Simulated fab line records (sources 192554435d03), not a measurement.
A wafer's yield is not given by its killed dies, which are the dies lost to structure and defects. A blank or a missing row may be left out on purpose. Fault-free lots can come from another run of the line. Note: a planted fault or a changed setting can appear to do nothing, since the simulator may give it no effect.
Chamber matching :: flow n5Finfet :: 3 sister chambers for N5_BEOL_M9_CURE_71 on uvCure-03
The step cures SiCOH lowk, time 240 s. 6 wafers are shown with their chamber, then 7 later ones without.

WAFERS PAIRED WITH THEIR CHAMBERS
wafer: L076.4
chamber: 1
wafer_temp_C_max: 386.7
lampPowerPct (%): 52.26

wafer: L076.6
chamber: 1
wafer_temp_C_max: 386.4
lampPowerPct (%): 52.28

wafer: L078.5
chamber: 2
wafer_temp_C_max: 387.6
lampPowerPct (%): 52.35

wafer: L078.6
chamber: 2
wafer_temp_C_max: 387.3
lampPowerPct (%): 52.34

wafer: L081.1
chamber: 0
wafer_temp_C_max: 386.0
lampPowerPct (%): 52.22

wafer: L081.4
chamber: 0
wafer_temp_C_max: 385.9
lampPowerPct (%): 52.17

WAFERS WITHOUT THEIR CHAMBER
wafer: L081.5
wafer_temp_C_max: 386.0
lampPowerPct (%): 52.28

wafer: L092.2
wafer_temp_C_max: 386.5
lampPowerPct (%): 52.26

wafer: L092.4
wafer_temp_C_max: 386.0
lampPowerPct (%): 52.29

wafer: L092.5
wafer_temp_C_max: 386.1
lampPowerPct (%): 52.39

wafer: L093.2
wafer_temp_C_max: 387.6
lampPowerPct (%): 52.31

wafer: L093.3
wafer_temp_C_max: 388.2
lampPowerPct (%): 52.32

wafer: L093.6
wafer_temp_C_max: 387.8
lampPowerPct (%): 52.31

CHAMBER TAKEN BY EACH
wafer: L081.5
from the rows above: can't be placed: 1 or 0
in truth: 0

wafer: L092.2
from the rows above: 1
in truth: 1

wafer: L092.4
from the rows above: can't be placed: 1 or 0
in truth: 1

wafer: L092.5
from the rows above: can't be placed: 1 or 2
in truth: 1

wafer: L093.2
from the rows above: 2
in truth: 2

wafer: L093.3
from the rows above: 2
in truth: 2

wafer: L093.6
from the rows above: 2
in truth: 2
Placed correctly: 4 of 7. Cannot be placed on the basis of these rows: 3; the candidates contain the true chamber in 3. 0 placed wrongly.
How it was worked out, from the rows above alone: a wafer's distance from a chamber is the root of the sum, over the readings, of the square of ((its reading less the chamber's mean) divided by the reading's scatter). The wafer belongs to the nearest chamber; if the next one is less than 2 further off, it can't be placed. The mean given for a chamber averages the wafers shown for that chamber. The scatter: take each reading less its chamber's mean, square it, sum over the shown wafers, divide by the number of wafers less the number of chambers, and take the root.
